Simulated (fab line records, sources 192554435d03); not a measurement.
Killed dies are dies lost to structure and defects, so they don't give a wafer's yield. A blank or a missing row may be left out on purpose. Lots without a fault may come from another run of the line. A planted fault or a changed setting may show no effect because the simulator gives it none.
Which tool did it? | flow n5_finfet | 24 lots, 72 wafers sampled, at 6 steps of a route of 1938

WHAT THE GAUGES READ, wafer by wafer
N5_SD_EPI_P_INSPECT_11: inspects for defects (macro). Usual: raw_defect_count 2.4, standard deviation 1.6.
lot  | measured    | on                | raw_defect_count | flag
L074 | day 3 07:07 | defect_inspect-01 | 0 1 1            |
L075 | day 3 13:03 | defect_inspect-02 | 4 3 2            |
L076 | day 3 20:57 | defect_inspect-02 | 1 2 1            |
L077 | day 4 04:36 | defect_inspect-01 | 0 4 2            |
L078 | day 4 06:12 | defect_inspect-02 | 1 3 1            |
L079 | day 4 13:11 | defect_inspect-02 | 0 0 4            |
L080 | day 4 19:56 | defect_inspect-02 | 1 4 2            |
L081 | day 4 23:32 | defect_inspect-02 | 4 3 0            |
L082 | day 5 05:13 | defect_inspect-02 | 2 4 1            |
L083 | day 5 13:53 | defect_inspect-02 | 0 0 1            |
L084 | day 5 18:44 | defect_inspect-02 | 4 2 1            |
L085 | day 6 05:56 | defect_inspect-02 | 1 2 4            |
L086 | day 6 06:32 | defect_inspect-02 | 2 1 2            |
L087 | day 6 13:55 | defect_inspect-01 | 3 3 6            |
L088 | day 6 17:28 | defect_inspect-02 | 1 4 3            |
L089 | day 7 05:16 | defect_inspect-02 | 3 0 2            |
L090 | day 7 05:47 | defect_inspect-02 | 5 1 4            |
L091 | day 7 13:43 | defect_inspect-02 | 4 4 5            |
L092 | day 7 16:48 | defect_inspect-02 | 4 3 3            |
L093 | day 8 01:37 | defect_inspect-02 | 3 2 3            |
L094 | day 8 04:22 | defect_inspect-02 | 3 1 1            |
L095 | day 8 10:22 | defect_inspect-02 | 5 1 2            |
L096 | day 8 16:55 | defect_inspect-02 | 2 5 3            |
L097 | day 8 23:27 | defect_inspect-02 | 1 2 1            |

N5_SD_EPI_P_INSPECT_26: inspects for defects (darkfield). Usual: raw_defect_count 185, standard deviation 37.
lot  | measured    | on                | raw_defect_count | flag
L074 | day 3 10:53 | defect_inspect-01 | 186 190 205      |
L075 | day 3 17:02 | defect_inspect-01 | 160 144 131      |
L076 | day 4 01:33 | defect_inspect-01 | 278 211 200      |
L077 | day 4 08:24 | defect_inspect-01 | 177 187 123      |
L078 | day 4 09:58 | defect_inspect-02 | 163 201 203      |
L079 | day 4 16:56 | defect_inspect-01 | 183 155 187      |
L080 | day 4 23:42 | defect_inspect-02 | 170 137 176      |
L081 | day 5 03:19 | defect_inspect-01 | 147 254 301      |
L082 | day 5 09:08 | defect_inspect-01 | 181 144 194      |
L083 | day 5 17:53 | defect_inspect-01 | 162 140 231      |
L084 | day 5 22:29 | defect_inspect-01 | 172 206 212      |
L085 | day 6 10:51 | defect_inspect-02 | 177 176 171      |
L086 | day 6 10:22 | defect_inspect-02 | 194 170 222      |
L087 | day 6 17:40 | defect_inspect-02 | 160 174 166      |
L088 | day 6 21:29 | defect_inspect-02 | 170 166 237      |
L089 | day 7 09:01 | defect_inspect-02 | 260 183 123      |
L090 | day 7 09:32 | defect_inspect-02 | 189 177 205      |
L091 | day 7 17:29 | defect_inspect-02 | 182 160 230      |
L092 | day 7 20:40 | defect_inspect-02 | 224 246 159      |
L093 | day 8 06:14 | defect_inspect-01 | 200 235 176      |
L094 | day 8 08:13 | defect_inspect-01 | 199 154 169      |
L095 | day 8 14:58 | defect_inspect-02 | 254 211 223      |
L096 | day 8 21:31 | defect_inspect-02 | 156 199 137      |
L097 | day 9 04:04 | defect_inspect-01 | 153 168 160      |

N5_SDB_THK_MEAS_31. Usual: SDB_THK 64.8 nm, standard deviation 1.1.
lot  | measured    | on            | SDB_THK (nm)   | flag
L074 | day 3 23:52 | film_metro-02 | 67.1 65.1 65.3 |
L075 | day 4 04:20 | film_metro-02 | 66.6 65.8 65.3 |
L076 | day 4 14:02 | film_metro-02 | 64.0 63.8 66.2 |
L077 | day 4 22:06 | film_metro-01 | 63.4 65.5 65.5 |
L078 | day 4 22:31 | film_metro-02 | 64.6 63.2 65.4 |
L079 | day 5 04:56 | film_metro-01 | 65.0 66.0 64.0 |
L080 | day 5 11:29 | film_metro-02 | 65.1 63.0 64.9 |
L081 | day 5 14:49 | film_metro-02 | 64.1 64.0 64.2 |
L082 | day 5 21:42 | film_metro-01 | 63.3 63.0 65.3 |
L083 | day 6 06:00 | film_metro-01 | 63.3 66.2 65.9 |
L084 | day 6 10:08 | film_metro-02 | 63.1 63.8 63.6 |
L085 | day 7 00:57 | film_metro-01 | 63.8 63.9 64.5 |
L086 | day 6 21:48 | film_metro-01 | 63.7 65.8 65.1 |
L087 | day 7 06:02 | film_metro-02 | 63.4 64.2 64.8 |
L088 | day 7 09:17 | film_metro-02 | 67.3 66.5 65.9 |
L089 | day 7 20:50 | film_metro-01 | 64.7 64.2 64.7 |
L090 | day 7 21:54 | film_metro-01 | 64.5 64.0 63.8 |
L091 | day 8 05:25 | film_metro-02 | 63.2 63.4 65.4 |
L092 | day 8 08:23 | film_metro-01 | 66.1 65.9 65.9 |
L093 | day 8 18:20 | film_metro-01 | 64.5 65.3 64.9 |
L094 | day 8 20:16 | film_metro-02 | 67.1 65.6 67.0 |
L095 | day 9 03:13 | film_metro-02 | 64.7 65.4 63.6 |
L096 | day 9 09:12 | film_metro-01 | 67.2 63.1 65.3 |
L097 | day 9 16:14 | film_metro-02 | 64.0 65.6 64.4 |

N5_HKMG_FIN_OVL_MEAS_50. Usual: NDIPOLE_OVL -0.6 nm, standard deviation 0.7.
lot  | measured    | on         | NDIPOLE_OVL (nm) | flag
L074 | day 4 01:20 | overlay-02 | -0.3 -1.0 -1.0   |
L075 | day 4 05:57 | overlay-02 | -0.3 0.3 -0.2    |
L076 | day 4 15:46 | overlay-02 | -0.9 0.4 0.3     |
L077 | day 4 23:35 | overlay-02 | 0.8 0.0 -0.8     |
L078 | day 5 00:07 | overlay-01 | 0.5 -0.1 -0.8    |
L079 | day 5 06:34 | overlay-02 | -1.7 -1.2 -1.1   |
L080 | day 5 13:04 | overlay-02 | -0.2 -0.2 -0.7   |
L081 | day 5 16:31 | overlay-02 | -1.1 -1.0 -1.4   |
L082 | day 5 23:31 | overlay-01 | -1.0 -1.2 -2.1   |
L083 | day 6 07:52 | overlay-01 | -0.4 0.9 0.7     |
L084 | day 6 12:00 | overlay-01 | -1.2 -1.0 -2.3   |
L085 | day 7 02:32 | overlay-02 | -0.7 -0.7 -0.7   |
L086 | day 6 23:31 | overlay-01 | -1.2 1.3 0.2     |
L087 | day 7 07:44 | overlay-01 | -0.8 0.1 -1.2    |
L088 | day 7 10:54 | overlay-02 | -0.9 -1.0 -0.5   |
L089 | day 7 22:53 | overlay-01 | -0.3 -2.0 -0.1   |
L090 | day 7 23:40 | overlay-01 | -0.3 0.3 -1.1    |
L091 | day 8 07:14 | overlay-01 | -0.6 -1.7 -1.3   |
L092 | day 8 10:07 | overlay-02 | -0.4 -0.3 -0.7   |
L093 | day 8 20:01 | overlay-02 | -0.3 0.6 -0.6    |
L094 | day 8 21:47 | overlay-01 | -0.9 -0.8 -1.6   |
L095 | day 9 04:58 | overlay-01 | 0.4 -0.8 -0.2    |
L096 | day 9 10:52 | overlay-02 | -1.1 -1.1 -1.0   |
L097 | day 9 17:42 | overlay-02 | -1.4 -0.8 -1.1   |

WHICH TOOL RAN EACH LOT (tool, then ch and the chambers of the sampled wafers, then the start)
lot  | N5_SD_EPI_P_ETCHBACK_46           | N5_SD_EPI_P_ETCH_47
L074 | rie_diel-06 ch 1,2,3, day 3 07:34 | rie_diel-06 ch 1,2,3, day 3 07:40
L075 | rie_diel-05 ch 1,2,3, day 3 13:43 | rie_diel-05 ch 1,2,3, day 3 13:49
L076 | rie_diel-01 ch 0,1, day 3 21:24   | rie_diel-01 ch 0,1, day 3 21:30
L077 | rie_diel-05 ch 1,2,3, day 4 05:03 | rie_diel-05 ch 1,2,3, day 4 05:09
L078 | rie_diel-06 ch 0,1, day 4 06:38   | rie_diel-06 ch 0,1, day 4 06:44
L079 | rie_diel-01 ch 0,1, day 4 13:38   | rie_diel-01 ch 0,1, day 4 13:44
L080 | rie_diel-05 ch 0,1, day 4 20:23   | rie_diel-05 ch 0,1, day 4 20:29
L081 | rie_diel-06 ch 0,1,2, day 5 00:01 | rie_diel-06 ch 0,1,2, day 5 00:07
L082 | rie_diel-05 ch 0,1,2, day 5 05:40 | rie_diel-05 ch 0,1,2, day 5 05:46
L083 | rie_diel-06 ch 1,2,3, day 5 14:34 | rie_diel-06 ch 1,2,3, day 5 14:40
L084 | rie_diel-01 ch 1,2, day 5 19:11   | rie_diel-01 ch 1,2, day 5 19:17
L085 | rie_diel-06 ch 0,1,3, day 6 06:42 | rie_diel-06 ch 0,1,3, day 6 06:48
L086 | rie_diel-05 ch 0,1,3, day 6 07:02 | rie_diel-05 ch 0,1,3, day 6 07:08
L087 | rie_diel-01 ch 0,3, day 6 14:22   | rie_diel-01 ch 0,3, day 6 14:28
L088 | rie_diel-06 ch 2,3, day 6 18:11   | rie_diel-06 ch 2,3, day 6 18:17
L089 | rie_diel-05 ch 0,1,2, day 7 05:42 | rie_diel-05 ch 0,1,2, day 7 05:48
L090 | rie_diel-01 ch 0,1,2, day 7 06:14 | rie_diel-01 ch 0,1,2, day 7 06:20
L091 | rie_diel-05 ch 0,1,2, day 7 14:10 | rie_diel-05 ch 0,1,2, day 7 14:16
L092 | rie_diel-06 ch 1,2, day 7 17:22   | rie_diel-06 ch 1,2, day 7 17:28
L093 | rie_diel-01 ch 1,2,3, day 8 02:04 | rie_diel-01 ch 1,2,3, day 8 02:10
L094 | rie_diel-01 ch 1,2,3, day 8 04:49 | rie_diel-01 ch 1,2,3, day 8 04:55
L095 | rie_diel-01 ch 1,2,3, day 8 10:49 | rie_diel-01 ch 1,2,3, day 8 10:55
L096 | rie_diel-05 ch 1,2,3, day 8 17:22 | rie_diel-05 ch 1,2,3, day 8 17:28
L097 | rie_diel-06 ch 0,1,2, day 8 23:54 | rie_diel-06 ch 0,1,2, day 9 00:00
- N5_SD_EPI_P_ETCHBACK_46: etches SiNx in CH3F/O2, stops on SiO2, target depth 17.5 nm.
- N5_SD_EPI_P_ETCH_47: etches SiOCN in CH3F/O2, target depth 25 nm.

WHAT THE TOOLS THEMSELVES READ (means of the sampled wafers that have a number; where no wafer has one, the mark that the record gives instead)
N5_SD_EPI_P_ETCHBACK_46. Usual: drypump_motor_current_A 5.5 A, standard deviation 0.4; oes_o_777_au 0.80 a.u., standard deviation 0.089; oes_product_au 0.69 a.u., standard deviation 0.079; rf_vpp_V 300 V, standard deviation 6.4; showerhead_plenum_p_Torr 2.05 Torr, standard deviation 0.059; throttle_valve_pct 16.24 %, standard deviation 0.25.
lot  | tool        | drypump_motor_current_A (A) | oes_o_777_au (a.u.) | oes_product_au (a.u.) | rf_vpp_V (V) | showerhead_plenum_p_Torr (Torr) | throttle_valve_pct (%) | flag
L074 | rie_diel-06 | 5.6                         | 0.84                | 0.74                  | 298          | 2.09                            | 16.20                  |
L075 | rie_diel-05 | 5.5                         | 0.73                | 0.63                  | 306          | 2.07                            | 16.23                  |
L076 | rie_diel-01 | 6.2                         | 0.82                | 0.70                  | 297          | 2.03                            | 16.13                  |
L077 | rie_diel-05 | 5.5                         | 0.73                | 0.62                  | 306          | 2.07                            | 16.24                  |
L078 | rie_diel-06 | 5.4                         | 0.85                | 0.75                  | 297          | 2.11                            | 16.06                  |
L079 | rie_diel-01 | 6.2                         | 0.82                | 0.69                  | 298          | 2.02                            | 16.13                  |
L080 | rie_diel-05 | 5.7                         | 0.82                | 0.71                  | 303          | 2.08                            | 16.22                  |
L081 | rie_diel-06 | 5.4                         | 0.84                | 0.74                  | 300          | 2.08                            | 16.08                  |
L082 | rie_diel-05 | 5.6                         | 0.89                | 0.77                  | 303          | 2.07                            | 16.10                  |
L083 | rie_diel-06 | 5.6                         | 0.81                | 0.72                  | 298          | 2.08                            | 16.22                  |
L084 | rie_diel-01 | 5.3                         | 0.74                | 0.62                  | 292          | 1.94                            | 16.62                  |
L085 | rie_diel-06 | 5.4                         | 0.77                | 0.67                  | 297          | 2.09                            | 16.26                  |
L086 | rie_diel-05 | 5.8                         | 0.80                | 0.68                  | 300          | 2.06                            | 16.15                  |
L087 | rie_diel-01 | 5.9                         | 0.88                | 0.74                  | 303          | 2.05                            | 15.97                  |
L088 | rie_diel-06 | 5.6                         | 0.75                | 0.66                  | 297          | 2.06                            | 16.40                  |
L089 | rie_diel-05 | 5.6                         | 0.86                | 0.74                  | 303          | 2.06                            | 16.13                  |
L090 | rie_diel-01 | 5.8                         | 0.77                | 0.65                  | 296          | 1.98                            | 16.41                  |
L091 | rie_diel-05 | 5.6                         | 0.85                | 0.73                  | 303          | 2.06                            | 16.13                  |
L092 | rie_diel-06 | 5.5                         | 0.84                | 0.74                  | 301          | 2.07                            | 16.09                  |
L093 | rie_diel-01 | 5.3                         | 0.80                | 0.68                  | 298          | 2.01                            | 16.44                  |
L094 | rie_diel-01 | 5.3                         | 0.80                | 0.67                  | 298          | 2.01                            | 16.45                  |
L095 | rie_diel-01 | 5.3                         | 0.80                | 0.67                  | 298          | 2.01                            | 16.44                  |
L096 | rie_diel-05 | 5.5                         | 0.78                | 0.67                  | 306          | 2.06                            | 16.15                  |
L097 | rie_diel-06 | 5.4                         | 0.80                | 0.70                  | 300          | 2.07                            | 16.15                  |

N5_SD_EPI_P_ETCH_47. Usual: drypump_motor_current_A 5.5 A, standard deviation 0.4; oes_o_777_au 0.80 a.u., standard deviation 0.089; oes_product_au 0.81 a.u., standard deviation 0.098; rf_vpp_V 128.6 V, standard deviation 2.8; showerhead_plenum_p_Torr 2.05 Torr, standard deviation 0.059; throttle_valve_pct 16.21 %, standard deviation 0.25.
lot  | tool        | drypump_motor_current_A (A) | oes_o_777_au (a.u.) | oes_product_au (a.u.) | rf_vpp_V (V) | showerhead_plenum_p_Torr (Torr) | throttle_valve_pct (%) | flag
L074 | rie_diel-06 | 5.6                         | 0.84                | 0.87                  | 127.2        | 2.09                            | 16.16                  |
L075 | rie_diel-05 | 5.5                         | 0.73                | 0.74                  | 131.0        | 2.07                            | 16.22                  |
L076 | rie_diel-01 | 6.2                         | 0.83                | 0.82                  | 127.3        | 2.03                            | 16.10                  |
L077 | rie_diel-05 | 5.5                         | 0.72                | 0.73                  | 131.0        | 2.07                            | 16.21                  |
L078 | rie_diel-06 | 5.4                         | 0.86                | 0.87                  | 127.9        | 2.11                            | 16.04                  |
L079 | rie_diel-01 | 6.1                         | 0.82                | 0.82                  | 127.7        | 2.02                            | 16.11                  |
L080 | rie_diel-05 | 5.7                         | 0.83                | 0.83                  | 129.8        | 2.08                            | 16.18                  |
L081 | rie_diel-06 | 5.4                         | 0.84                | 0.86                  | 128.0        | 2.08                            | 16.06                  |
L082 | rie_diel-05 | 5.6                         | 0.89                | 0.91                  | 130.2        | 2.07                            | 16.08                  |
L083 | rie_diel-06 | 5.5                         | 0.82                | 0.84                  | 127.7        | 2.08                            | 16.21                  |
L084 | rie_diel-01 | 5.3                         | 0.73                | 0.72                  | 125.3        | 1.94                            | 16.60                  |
L085 | rie_diel-06 | 5.4                         | 0.77                | 0.78                  | 127.3        | 2.09                            | 16.24                  |
L086 | rie_diel-05 | 5.7                         | 0.80                | 0.81                  | 129.2        | 2.06                            | 16.13                  |
L087 | rie_diel-01 | 5.9                         | 0.87                | 0.88                  | 130.3        | 2.05                            | 15.95                  |
L088 | rie_diel-06 | 5.6                         | 0.74                | 0.76                  | 127.1        | 2.06                            | 16.39                  |
L089 | rie_diel-05 | 5.6                         | 0.85                | 0.87                  | 129.8        | 2.06                            | 16.11                  |
L090 | rie_diel-01 | 5.7                         | 0.76                | 0.76                  | 127.0        | 1.98                            | 16.38                  |
L091 | rie_diel-05 | 5.6                         | 0.85                | 0.87                  | 129.6        | 2.06                            | 16.11                  |
L092 | rie_diel-06 | 5.6                         | 0.84                | 0.87                  | 128.8        | 2.07                            | 16.06                  |
L093 | rie_diel-01 | 5.4                         | 0.80                | 0.80                  | 128.3        | 2.01                            | 16.42                  |
L094 | rie_diel-01 | 5.3                         | 0.80                | 0.79                  | 127.9        | 2.01                            | 16.41                  |
L095 | rie_diel-01 | 5.3                         | 0.79                | 0.80                  | 128.6        | 2.01                            | 16.43                  |
L096 | rie_diel-05 | 5.5                         | 0.78                | 0.80                  | 130.6        | 2.06                            | 16.14                  |
L097 | rie_diel-06 | 5.4                         | 0.80                | 0.82                  | 128.7        | 2.07                            | 16.12                  |

THE ANSWER, worked out from the rows above alone
Rule: a lot is off if the mean of its wafers that have a number lies more than 3 standard deviations from the usual mean. A lot without any number at a reading at which 4 lots or more have one is off too. The other lots that the step has rows for count as sound. The gauges are gone through in route order, then the tools' own readings, and for those a lot's mean is taken as printed above. The first step at which some lot is off is used, and at that step the reading that is off furthest; a lot without a number counts as furthest.
No lot is off at any reading shown: from this, nothing can be told.

WHAT THE SIMULATOR HAD PUT IN
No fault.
